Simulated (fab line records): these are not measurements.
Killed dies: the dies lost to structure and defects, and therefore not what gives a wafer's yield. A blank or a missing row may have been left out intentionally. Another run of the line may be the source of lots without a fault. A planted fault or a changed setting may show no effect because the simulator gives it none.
Chamber matching | flow n5 finfet | N5_BEOL_M12_ILD_DEP_00 on pecvd-03: 3 sister chambers
The step deposits SiOC from DEMS/O2, target thk 658.92 nm, time 130.7 s. 6 wafers are shown with their chamber, then 7 later ones without.

== WAFERS, EACH WITH ITS CHAMBER ==
wafer  | chamber | throttle valve pct (%) | showerhead vpp V (V)
L083.6 | 0       | 12.4                   | 1314
L084.1 | 1       | 12.4                   | 1380
L084.2 | 2       | 11.3                   | 1388
L084.4 | 0       | 12.4                   | 1310
L089.1 | 1       | 12.5                   | 1354
L089.3 | 2       | 11.3                   | 1396

== WAFERS WITH NO CHAMBER GIVEN ==
wafer  | throttle valve pct (%) | showerhead vpp V (V)
L089.4 | 11.2                   | 1389
L085.2 | 11.3                   | 1370
L085.3 | 12.4                   | 1370
L085.5 | 12.4                   | 1370
L090.2 | 11.2                   | 1411
L090.4 | 11.5                   | 1388
L090.6 | 12.5                   | 1318

== THE CHAMBER EACH PASSED THROUGH ==
wafer  | from the rows above | in truth
L089.4 | 2                   | 2
L085.2 | 2                   | 2
L085.3 | 1                   | 1
L085.5 | 1                   | 1
L090.2 | 2                   | 2
L090.4 | 2                   | 2
L090.6 | 0                   | 0
Placed correctly: 7 of 7. From these rows, 0 cannot be placed. 0 placed wrongly.
How it was worked out, from the rows above alone: a wafer's distance from a chamber is the root of the sum, over the readings, of the square of ((its reading less the chamber's mean) divided by the reading's scatter). If the next closest chamber is less than 2 further off than the closest, the wafer can't be placed; otherwise it belongs to the closest. Each chamber's mean is taken over the wafers shown for it. The scatter: the root of (the sum of the squares of (reading less its chamber's mean) over the shown wafers, divided by (wafers less chambers)).
